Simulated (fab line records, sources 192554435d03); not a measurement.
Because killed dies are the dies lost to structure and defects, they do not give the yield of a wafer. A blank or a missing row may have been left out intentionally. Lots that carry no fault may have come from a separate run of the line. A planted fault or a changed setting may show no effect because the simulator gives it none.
Which tool was responsible? || flow n5Finfet || 10 lots with 29 wafers sampled at 5 steps, on a route of 1938 steps

## WHAT THE GAUGES SHOWED, per wafer
N5_BEOL_M4_RC_MEAS_101.
{"lot": "L825", "measured": "day 8 16:52", "on": "prober-02", "DIBL_N (mV/V)": "35.2 36.5 34.0", "DIBL_P (mV/V)": "35.6 37.4 34.8", "IOFF_N (nA/um)": "0.146 0.168 0.126", "IOFF_P (nA/um)": "0.18 0.20 0.17", "ION_N (uA/um)": "664 671 669", "ION_P (uA/um)": "451 454 453", "SS_N (mV/dec)": "72.2 72.1 71.1", "SS_P (mV/dec)": "73.3 74.0 73.0", "VT_N (mV)": "253.0 251.3 252.2", "VT_P (mV)": "-256 -255 -253"}
{"lot": "L827", "measured": "day 9 13:38", "on": "prober-01", "DIBL_N (mV/V)": "36.2 36.6 38.0", "DIBL_P (mV/V)": "36.9 38.1 40.1", "IOFF_N (nA/um)": "0.161 0.170 0.195", "IOFF_P (nA/um)": "0.19 0.21 0.25", "ION_N (uA/um)": "672 673 679", "ION_P (uA/um)": "455 459 464", "SS_N (mV/dec)": "70.7 71.9 71.2", "SS_P (mV/dec)": "73.9 74.1 73.9", "VT_N (mV)": "249.6 250.5 248.4", "VT_P (mV)": "-253 -256 -248"}
{"lot": "L828", "measured": "day 9 16:39", "on": "prober-01", "DIBL_N (mV/V)": "35.9 34.8 37.2", "DIBL_P (mV/V)": "35.7 33.5 36.3", "IOFF_N (nA/um)": "0.133 0.114 0.153", "IOFF_P (nA/um)": "0.21 0.18 0.22", "ION_N (uA/um)": "672 657 672", "ION_P (uA/um)": "469 464 464", "SS_N (mV/dec)": "70.8 70.9 70.8", "SS_P (mV/dec)": "72.8 72.1 73.4", "VT_N (mV)": "254.0 257.3 250.8", "VT_P (mV)": "-249 -254 -248"}
{"lot": "L829", "measured": "day 9 19:14", "on": "prober-02", "DIBL_N (mV/V)": "33.3 36.0 34.6", "DIBL_P (mV/V)": "32.9 35.6 34.2", "IOFF_N (nA/um)": "0.124 0.170 0.146", "IOFF_P (nA/um)": "0.22 0.28 0.25", "ION_N (uA/um)": "664 676 681", "ION_P (uA/um)": "472 475 480", "SS_N (mV/dec)": "70.8 71.4 71.1", "SS_P (mV/dec)": "73.2 73.1 72.8", "VT_N (mV)": "252.9 246.2 250.2", "VT_P (mV)": "-244 -242 -241"}
{"lot": "L830", "measured": "day 10 23:01", "on": "prober-02", "DIBL_N (mV/V)": "35.3 34.5 35.5", "DIBL_P (mV/V)": "36.6 35.5 35.6", "IOFF_N (nA/um)": "0.152 0.133 0.142", "IOFF_P (nA/um)": "0.21 0.19 0.20", "ION_N (uA/um)": "668 664 662", "ION_P (uA/um)": "458 456 455", "SS_N (mV/dec)": "71.9 71.6 71.7", "SS_P (mV/dec)": "73.1 72.4 72.9", "VT_N (mV)": "249.3 250.4 252.5", "VT_P (mV)": "-251 -252 -251"}
{"lot": "L836", "measured": "day 12 08:41", "on": "prober-01", "DIBL_N (mV/V)": "36.6 35.7", "DIBL_P (mV/V)": "36.9 36.5", "IOFF_N (nA/um)": "0.168 0.154", "IOFF_P (nA/um)": "0.25 0.23", "ION_N (uA/um)": "666 666", "ION_P (uA/um)": "461 464", "SS_N (mV/dec)": "71.9 71.9", "SS_P (mV/dec)": "73.8 73.5", "VT_N (mV)": "248.4 250.2", "VT_P (mV)": "-245 -249"}
{"lot": "L839", "measured": "day 12 07:35", "on": "prober-02", "DIBL_N (mV/V)": "35.6 36.7 35.5", "DIBL_P (mV/V)": "36.4 37.6 36.7", "IOFF_N (nA/um)": "0.161 0.179 0.164", "IOFF_P (nA/um)": "0.21 0.24 0.22", "ION_N (uA/um)": "677 678 680", "ION_P (uA/um)": "462 468 462", "SS_N (mV/dec)": "71.2 71.8 71.6", "SS_P (mV/dec)": "72.6 73.8 73.6", "VT_N (mV)": "248.5 246.2 247.9", "VT_P (mV)": "-249 -247 -251"}
{"lot": "L845", "measured": "day 14 16:38", "on": "prober-02", "DIBL_N (mV/V)": "37.8 37.4 38.6", "DIBL_P (mV/V)": "38.2 37.7 39.7", "IOFF_N (nA/um)": "0.167 0.154 0.186", "IOFF_P (nA/um)": "0.22 0.21 0.24", "ION_N (uA/um)": "665 661 679", "ION_P (uA/um)": "453 459 463", "SS_N (mV/dec)": "71.4 71.3 71.7", "SS_P (mV/dec)": "73.6 73.1 73.4", "VT_N (mV)": "249.4 250.7 250.4", "VT_P (mV)": "-250 -251 -251"}
{"lot": "L847", "measured": "day 15 03:52", "on": "prober-01", "DIBL_N (mV/V)": "38.4 36.3 37.2", "DIBL_P (mV/V)": "39.0 36.1 37.6", "IOFF_N (nA/um)": "0.203 0.148 0.176", "IOFF_P (nA/um)": "0.27 0.21 0.25", "ION_N (uA/um)": "669 668 677", "ION_P (uA/um)": "463 465 469", "SS_N (mV/dec)": "72.2 71.8 71.7", "SS_P (mV/dec)": "74.1 73.2 73.3", "VT_N (mV)": "247.8 252.4 249.6", "VT_P (mV)": "-246 -250 -245"}
{"lot": "L848", "measured": "day 15 04:57", "on": "prober-02", "DIBL_N (mV/V)": "35.5 36.7 36.2", "DIBL_P (mV/V)": "36.3 37.0 36.6", "IOFF_N (nA/um)": "0.127 0.152 0.140", "IOFF_P (nA/um)": "0.17 0.19 0.18", "ION_N (uA/um)": "664 668 669", "ION_P (uA/um)": "461 453 455", "SS_N (mV/dec)": "71.0 71.5 71.4", "SS_P (mV/dec)": "72.8 72.7 73.2", "VT_N (mV)": "254.9 252.0 257.7", "VT_P (mV)": "-257 -251 -257"}

## TOOL THAT RAN EACH LOT (tool first, then ch and the chambers of the sampled wafers, then the start)
{"lot": "L825", "N5_BEOL_M2_TRENCH_ETCH_37": "rieDiel-02 ch 1,2,3, day 6 23:29 or earlier", "N5_BEOL_M2_DEGAS_44": "pvdSputter-03, day 6 23:29", "N5_BEOL_M2_ALD_84": "aldMetal-04 ch 0,1,2, day 6 23:37", "N5_BEOL_M2_ANNEAL_82": "pvdSputter-02, day 7 00:53"}
{"lot": "L827", "N5_BEOL_M2_TRENCH_ETCH_37": "rieDiel-02 ch 0,1,3, day 7 18:38 or earlier", "N5_BEOL_M2_DEGAS_44": "pvdSputter-02, day 7 18:38", "N5_BEOL_M2_ALD_84": "aldMetal-04 ch 1,2,3, day 7 18:47", "N5_BEOL_M2_ANNEAL_82": "pvdSputter-01, day 7 20:13"}
{"lot": "L828", "N5_BEOL_M2_TRENCH_ETCH_37": "rieDiel-01 ch 1,2,3, day 8 09:55 or earlier", "N5_BEOL_M2_DEGAS_44": "pvdSputter-01, day 8 09:55", "N5_BEOL_M2_ALD_84": "aldMetal-04 ch 0,2,3, day 8 10:02", "N5_BEOL_M2_ANNEAL_82": "pvdSputter-01, day 8 11:29"}
{"lot": "L829", "N5_BEOL_M2_TRENCH_ETCH_37": "rieDiel-01 ch 2,3, day 8 22:50 or earlier", "N5_BEOL_M2_DEGAS_44": "pvdSputter-02, day 8 22:50", "N5_BEOL_M2_ALD_84": "aldMetal-02 ch 0,3, day 8 22:57", "N5_BEOL_M2_ANNEAL_82": "pvdSputter-03, day 9 00:20"}
{"lot": "L830", "N5_BEOL_M2_TRENCH_ETCH_37": "rieDiel-01 ch 1,2,3, day 9 09:36 or earlier", "N5_BEOL_M2_DEGAS_44": "pvdSputter-01, day 9 09:36", "N5_BEOL_M2_ALD_84": "aldMetal-02 ch 0,2, day 9 09:48", "N5_BEOL_M2_ANNEAL_82": "pvdSputter-01, day 9 10:49"}
{"lot": "L836", "N5_BEOL_M2_TRENCH_ETCH_37": "rieDiel-01 ch 1,3, day 10 05:39 or earlier", "N5_BEOL_M2_DEGAS_44": "pvdSputter-02, day 10 05:39", "N5_BEOL_M2_ALD_84": "aldMetal-02 ch 0,3, day 10 05:46", "N5_BEOL_M2_ANNEAL_82": "pvdSputter-01, day 10 06:46"}
{"lot": "L839", "N5_BEOL_M2_TRENCH_ETCH_37": "rieDiel-01 ch 1,2,3, day 11 04:16 or earlier", "N5_BEOL_M2_DEGAS_44": "pvdSputter-03, day 11 04:16", "N5_BEOL_M2_ALD_84": "aldMetal-02 ch 1,2,3, day 11 04:22", "N5_BEOL_M2_ANNEAL_82": "pvdSputter-03, day 11 05:26"}
{"lot": "L845", "N5_BEOL_M2_TRENCH_ETCH_37": "rieDiel-02 ch 0,1, day 13 04:36 or earlier", "N5_BEOL_M2_DEGAS_44": "pvdSputter-03, day 13 04:36", "N5_BEOL_M2_ALD_84": "aldMetal-02 ch 1,3, day 13 04:42", "N5_BEOL_M2_ANNEAL_82": "pvdSputter-03, day 13 05:58"}
{"lot": "L847", "N5_BEOL_M2_TRENCH_ETCH_37": "rieDiel-01 ch 0,2,3, day 13 13:14 or earlier", "N5_BEOL_M2_DEGAS_44": "pvdSputter-01, day 13 13:14", "N5_BEOL_M2_ALD_84": "aldMetal-02 ch 1,2, day 13 13:20", "N5_BEOL_M2_ANNEAL_82": "pvdSputter-03, day 13 14:21"}
{"lot": "L848", "N5_BEOL_M2_TRENCH_ETCH_37": "rieDiel-02 ch 1,2, day 13 13:19 or earlier", "N5_BEOL_M2_DEGAS_44": "pvdSputter-01, day 13 13:19", "N5_BEOL_M2_ALD_84": "aldMetal-03 ch 2,3, day 13 13:25", "N5_BEOL_M2_ANNEAL_82": "pvdSputter-01, day 13 14:59"}
- N5_BEOL_M2_TRENCH_ETCH_37: etches SiOC in C4F6/O2, target depth 55.555 nm, time 29.2 s.
- N5_BEOL_M2_DEGAS_44: time 60 s.
- N5_BEOL_M2_ALD_84: deposits TaN, pulse time 2 s, purge time 3 s, co reactant purge time 2 s.
- N5_BEOL_M2_ANNEAL_82: time 240 s.

## WHAT THE TOOLS THEMSELVES READ (means of the sampled wafers that have a number; where no wafer has one, the mark that the record gives instead)
N5_BEOL_M2_TRENCH_ETCH_37.
{"lot": "L825", "tool": "rieDiel-02", "O2_flow_sccm (sccm)": 10.003, "drypumpMotorCurrentA (A)": 6.4, "mfcArSccm (sccm)": 300.8, "oesProductAu (a.u.)": 0.76, "rfFwdPowerW (W)": 350.8, "rfVppV (V)": 668, "showerheadPlenumPTorr (Torr)": 2.88, "throttleValvePct (%)": 20.92}
{"lot": "L827", "tool": "rieDiel-02", "O2_flow_sccm (sccm)": 9.975, "drypumpMotorCurrentA (A)": 6.1, "mfcArSccm (sccm)": 299.8, "oesProductAu (a.u.)": 0.79, "rfFwdPowerW (W)": 349.3, "rfVppV (V)": 671, "showerheadPlenumPTorr (Torr)": 2.85, "throttleValvePct (%)": 21.05}
{"lot": "L828", "tool": "rieDiel-01", "O2_flow_sccm (sccm)": 9.981, "drypumpMotorCurrentA (A)": 5.7, "mfcArSccm (sccm)": 299.5, "oesProductAu (a.u.)": 0.79, "rfFwdPowerW (W)": 349.4, "rfVppV (V)": 672, "showerheadPlenumPTorr (Torr)": 2.94, "throttleValvePct (%)": 20.77}
{"lot": "L829", "tool": "rieDiel-01", "O2_flow_sccm (sccm)": 10.017, "drypumpMotorCurrentA (A)": 5.7, "mfcArSccm (sccm)": 301.1, "oesProductAu (a.u.)": 0.73, "rfFwdPowerW (W)": 350.1, "rfVppV (V)": 675, "showerheadPlenumPTorr (Torr)": 2.88, "throttleValvePct (%)": 20.90}
{"lot": "L830", "tool": "rieDiel-01", "O2_flow_sccm (sccm)": 9.993, "drypumpMotorCurrentA (A)": 5.7, "mfcArSccm (sccm)": 299.8, "oesProductAu (a.u.)": 0.77, "rfFwdPowerW (W)": 350.8, "rfVppV (V)": 672, "showerheadPlenumPTorr (Torr)": 2.94, "throttleValvePct (%)": 20.79}
{"lot": "L836", "tool": "rieDiel-01", "O2_flow_sccm (sccm)": 10.010, "drypumpMotorCurrentA (A)": 6.0, "mfcArSccm (sccm)": 300.2, "oesProductAu (a.u.)": 0.81, "rfFwdPowerW (W)": 351.9, "rfVppV (V)": 674, "showerheadPlenumPTorr (Torr)": 2.94, "throttleValvePct (%)": 20.65}
{"lot": "L839", "tool": "rieDiel-01", "O2_flow_sccm (sccm)": 10.013, "drypumpMotorCurrentA (A)": 5.7, "mfcArSccm (sccm)": 299.4, "oesProductAu (a.u.)": 0.85, "rfFwdPowerW (W)": 350.4, "rfVppV (V)": 671, "showerheadPlenumPTorr (Torr)": 2.93, "throttleValvePct (%)": 20.68}
{"lot": "L845", "tool": "rieDiel-02", "O2_flow_sccm (sccm)": 9.990, "drypumpMotorCurrentA (A)": 5.7, "mfcArSccm (sccm)": 300.0, "oesProductAu (a.u.)": 0.88, "rfFwdPowerW (W)": 349.6, "rfVppV (V)": 674, "showerheadPlenumPTorr (Torr)": 2.87, "throttleValvePct (%)": 20.92}
{"lot": "L847", "tool": "rieDiel-01", "O2_flow_sccm (sccm)": 9.998, "drypumpMotorCurrentA (A)": 5.6, "mfcArSccm (sccm)": 300.7, "oesProductAu (a.u.)": 0.82, "rfFwdPowerW (W)": 349.7, "rfVppV (V)": 670, "showerheadPlenumPTorr (Torr)": 2.87, "throttleValvePct (%)": 20.74}
{"lot": "L848", "tool": "rieDiel-02", "O2_flow_sccm (sccm)": 9.988, "drypumpMotorCurrentA (A)": 6.3, "mfcArSccm (sccm)": 300.9, "oesProductAu (a.u.)": 0.88, "rfFwdPowerW (W)": 351.4, "rfVppV (V)": 673, "showerheadPlenumPTorr (Torr)": 2.86, "throttleValvePct (%)": 20.69}

N5_BEOL_M2_DEGAS_44.
{"lot": "L825", "tool": "pvdSputter-03", "heaterPowerW (W)": 329}
{"lot": "L827", "tool": "pvdSputter-02", "heaterPowerW (W)": 326}
{"lot": "L828", "tool": "pvdSputter-01", "heaterPowerW (W)": 345}
{"lot": "L829", "tool": "pvdSputter-02", "heaterPowerW (W)": 317}
{"lot": "L830", "tool": "pvdSputter-01", "heaterPowerW (W)": 363}
{"lot": "L836", "tool": "pvdSputter-02", "heaterPowerW (W)": 304}
{"lot": "L839", "tool": "pvdSputter-03", "heaterPowerW (W)": 334}
{"lot": "L845", "tool": "pvdSputter-03", "heaterPowerW (W)": 332}
{"lot": "L847", "tool": "pvdSputter-01", "heaterPowerW (W)": 347}
{"lot": "L848", "tool": "pvdSputter-01", "heaterPowerW (W)": 356}

N5_BEOL_M2_ALD_84.
{"lot": "L825", "tool": "aldMetal-04", "heaterPowerW (W)": 438}
{"lot": "L827", "tool": "aldMetal-04", "heaterPowerW (W)": 429}
{"lot": "L828", "tool": "aldMetal-04", "heaterPowerW (W)": 430}
{"lot": "L829", "tool": "aldMetal-02", "heaterPowerW (W)": 483}
{"lot": "L830", "tool": "aldMetal-02", "heaterPowerW (W)": 426}
{"lot": "L836", "tool": "aldMetal-02", "heaterPowerW (W)": 467}
{"lot": "L839", "tool": "aldMetal-02", "heaterPowerW (W)": 454}
{"lot": "L845", "tool": "aldMetal-02", "heaterPowerW (W)": 485}
{"lot": "L847", "tool": "aldMetal-02", "heaterPowerW (W)": 466}
{"lot": "L848", "tool": "aldMetal-03", "heaterPowerW (W)": 378}

N5_BEOL_M2_ANNEAL_82.
{"lot": "L825", "tool": "pvdSputter-02", "heaterPowerW (W)": 770}
{"lot": "L827", "tool": "pvdSputter-01", "heaterPowerW (W)": 865}
{"lot": "L828", "tool": "pvdSputter-01", "heaterPowerW (W)": 883}
{"lot": "L829", "tool": "pvdSputter-03", "heaterPowerW (W)": 864}
{"lot": "L830", "tool": "pvdSputter-01", "heaterPowerW (W)": 894}
{"lot": "L836", "tool": "pvdSputter-01", "heaterPowerW (W)": 854}
{"lot": "L839", "tool": "pvdSputter-03", "heaterPowerW (W)": 865}
{"lot": "L845", "tool": "pvdSputter-03", "heaterPowerW (W)": 861}
{"lot": "L847", "tool": "pvdSputter-03", "heaterPowerW (W)": 820}
{"lot": "L848", "tool": "pvdSputter-01", "heaterPowerW (W)": 897}

## THE ANSWER, worked out from the rows above alone
Rule: the lots themselves supply what counts as usual. The widest of any qualifying gaps counts: lots, ordered by their means at a reading, are off when they make up no more than a third of the lots, leave a main group of 4 or more, and stand apart from it by 3 or more times the standard deviation of that group's means. If all means in a main group match to the digits the tables above print for the reading, that group is not used. A lot without any number at a reading at which 4 lots or more have one is off too. Where the step has rows for the other lots, those lots are counted as sound. After the gauges, taken in route order, come the tools' own readings; for these a lot's mean is taken, as printed above. At the first step where some lot is off, the reading lying furthest off is the one used; lots without a number count as furthest.
No lot is off on any of the readings shown, so nothing can be concluded from this.

## WHAT THE SIMULATOR PUT IN
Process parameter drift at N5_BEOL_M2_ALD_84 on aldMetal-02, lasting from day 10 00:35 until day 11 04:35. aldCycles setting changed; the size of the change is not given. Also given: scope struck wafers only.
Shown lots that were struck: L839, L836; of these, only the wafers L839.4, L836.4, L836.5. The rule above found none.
